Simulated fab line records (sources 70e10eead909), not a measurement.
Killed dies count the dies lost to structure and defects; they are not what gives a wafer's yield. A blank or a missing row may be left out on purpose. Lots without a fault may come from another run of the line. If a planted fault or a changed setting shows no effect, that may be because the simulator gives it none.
Chamber matching | flow nand harc | NHARC_P_M1_CMP_23 on cmp-04: 4 sister chambers
The step polishes, t overpolish 20 s, target thk 157.82 nm. 8 wafers are shown with their chamber, then 7 later ones without.

## WAFERS WITH THEIR CHAMBER
wafer  | chamber | motor current A (A) | time to endpoint s (s)
L075.1 | 2       | 11.3                | 29.4
L083.5 | 1       | 13.3                | 24.8
L083.6 | 0       | 10.6                | 26.8
L090.4 | 1       | 13.1                | 27.1
L090.5 | 3       | 10.1                | 29.1
L090.6 | 0       | 10.3                | 26.1
L093.1 | 2       | 10.9                | 28.7
L093.2 | 3       | 10.2                | 27.9

## WAFERS WITH NO CHAMBER GIVEN
wafer  | motor current A (A) | time to endpoint s (s)
L093.3 | 13.4                | 26.7
L096.1 | 12.1                | 25.3
L096.4 | 9.7                 | 29.2
L096.6 | 9.7                 | 27.9
L095.3 | 9.8                 | 28.9
L095.4 | 10.5                | 26.5
L095.6 | 10.7                | 24.4

## WHICH CHAMBER EACH ONE RAN IN
wafer  | from the rows above     | in truth
L093.3 | 1                       | 1
L096.1 | can't be placed: 1 or 2 | 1
L096.4 | 3                       | 3
L096.6 | can't be placed: 3 or 0 | 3
L095.3 | 3                       | 3
L095.4 | 0                       | 0
L095.6 | 0                       | 0
Correct placement for 5 of the 7. Unplaceable from these rows: 2, with the true chamber sitting among the candidates in 2. Placed wrongly: 0.
How it was worked out, from the rows above alone: a wafer's distance from a chamber is the root of the sum, over the readings, of the square of ((its reading less the chamber's mean) divided by the reading's scatter). The wafer belongs to the nearest chamber; if the next one is less than 2 further off, it can't be placed. Each chamber's mean is taken over the wafers shown for it. The scatter: take each reading less its chamber's mean, square it, sum over the shown wafers, divide by the number of wafers less the number of chambers, and take the root.
